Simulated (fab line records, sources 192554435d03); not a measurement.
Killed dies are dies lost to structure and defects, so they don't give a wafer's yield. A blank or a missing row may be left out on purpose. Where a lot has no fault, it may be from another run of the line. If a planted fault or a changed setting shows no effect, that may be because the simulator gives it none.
Chamber matching	flow n5-finfet	N5_DUMMY_GATE_STRIP_41 on rie-diel-02 has 4 sister chambers
The step strips in O2. 24 wafers are shown with their chamber, then 12 later ones without.

== WAFERS WITH THEIR CHAMBER ==
wafer	chamber	drypump-motor-current-A (A)	showerhead-plenum-p-Torr (Torr)	throttle-valve-pct (%)
L074.1	1	6.3	2.22	16.92
L074.2	2	5.5	2.04	16.50
L074.3	0	5.4	2.16	16.65
L081.1	1	6.3	2.22	16.93
L081.4	2	5.5	2.04	16.54
L081.6	3	5.5	2.10	16.72
L082.1	0	5.4	2.16	16.67
L082.4	1	6.3	2.22	16.95
L082.5	2	5.5	2.04	16.54
L084.1	0	5.4	2.16	16.67
L084.4	2	5.4	2.03	16.53
L084.5	2	5.5	2.03	16.53
L085.1	0	5.4	2.16	16.69
L085.4	2	5.5	2.03	16.52
L085.6	3	5.5	2.10	16.74
L086.1	1	6.3	2.22	16.97
L086.4	0	5.4	2.16	16.69
L086.5	1	6.3	2.22	16.95
L087.3	1	6.3	2.22	16.98
L087.4	3	5.5	2.10	16.75
L087.6	3	5.5	2.10	16.75
L088.1	2	5.5	2.03	16.55
L088.2	0	5.4	2.15	16.69
L088.6	0	5.4	2.15	16.69

SIGNATURES (averages over the wafers above)
reading	chamber 0	chamber 1	chamber 2	chamber 3	scatter within a chamber
drypump-motor-current-A	5.400	6.300	5.486	5.500	0.0207
showerhead-plenum-p-Torr	2.1571	2.2200	2.0343	2.1000	0.00396
throttle-valve-pct	16.6786	16.9500	16.5300	16.7400	0.0177
Rule: a wafer lies at a distance from a chamber equal to the root of the sum of squares, over the readings, of (its reading less the chamber's mean, divided by the reading's scatter). The wafer belongs to the nearest chamber; if the next one is less than 2 further off, it can't be placed. How the scatter is found: for the shown wafers, subtract from each reading the mean of its chamber, square and add these, divide the total by (wafers less chambers), then take the root.

== WAFERS WITHOUT THEIR CHAMBER ==
wafer	drypump-motor-current-A (A)	showerhead-plenum-p-Torr (Torr)	throttle-valve-pct (%)
L089.1	5.5	2.10	16.75
L089.2	5.4	2.15	16.70
L089.4	5.5	2.03	16.55
L092.1	6.3	2.21	16.98
L092.2	5.4	2.15	16.70
L092.3	5.5	2.03	16.56
L093.3	5.5	2.03	16.56
L093.4	6.3	2.21	17.00
L093.6	5.5	2.03	16.55
L096.1	5.4	2.15	16.71
L096.2	6.3	2.21	17.01
L096.5	5.5	2.03	16.58

== WHICH CHAMBER EACH WENT THROUGH ==
wafer	from the rows above	in truth
L089.1	3	3
L089.2	0	0
L089.4	2	2
L092.1	1	1
L092.2	0	0
L092.3	2	2
L093.3	2	2
L093.4	1	1
L093.6	2	2
L096.1	0	0
L096.2	1	1
L096.5	2	2
12 of 12 placed correctly. Can't be placed from these rows: 0. Placed wrongly: 0.
